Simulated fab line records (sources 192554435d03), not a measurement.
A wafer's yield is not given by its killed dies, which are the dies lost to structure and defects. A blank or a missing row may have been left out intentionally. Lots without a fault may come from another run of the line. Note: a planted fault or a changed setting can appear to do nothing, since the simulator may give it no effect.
Matching of chambers -- flow n5-finfet -- 4 sister chambers for N5_HKMG_FIN_DESCUM_53 on rie-diel-05
The step chemistry O2, time 7.9 s. 8 wafers are shown with their chamber, then 8 later ones without.

WAFERS, EACH WITH ITS CHAMBER
wafer,chamber,showerhead-plenum-p-Torr (Torr),drypump-motor-current-A (A)
L081.4,3,2.23,5.0
L083.2,3,2.23,5.0
L086.2,0,2.04,5.5
L086.6,2,2.03,5.6
L088.1,1,2.14,6.1
L088.4,2,2.02,5.7
L088.6,0,2.04,5.5
L091.2,1,2.14,6.1

WAFERS MISSING THEIR CHAMBER
wafer,showerhead-plenum-p-Torr (Torr),drypump-motor-current-A (A)
L091.5,2.14,6.2
L091.6,2.02,5.7
L092.1,2.02,5.6
L092.2,2.22,5.0
L092.4,2.04,5.5
L093.1,2.04,5.5
L093.3,2.02,5.7
L093.4,2.14,6.1

EACH ONE'S CHAMBER
wafer,from the rows above,in truth
L091.5,1,1
L091.6,2,2
L092.1,2,2
L092.2,3,3
L092.4,0,0
L093.1,0,0
L093.3,2,2
L093.4,1,1
Correctly placed: 8 of 8. From these rows, 0 cannot be placed. Number placed wrongly: 0.
How it was worked out, from the rows above alone: a wafer's distance from a chamber is the root of the sum, over the readings, of the square of ((its reading less the chamber's mean) divided by the reading's scatter). If the next closest chamber is less than 2 further off than the closest, the wafer can't be placed; otherwise it belongs to the closest. Each chamber's mean is taken over the wafers shown for it. The scatter is the square root of a quotient: the sum, over the shown wafers, of each reading's squared deviation from its chamber's mean, divided by wafers minus chambers.
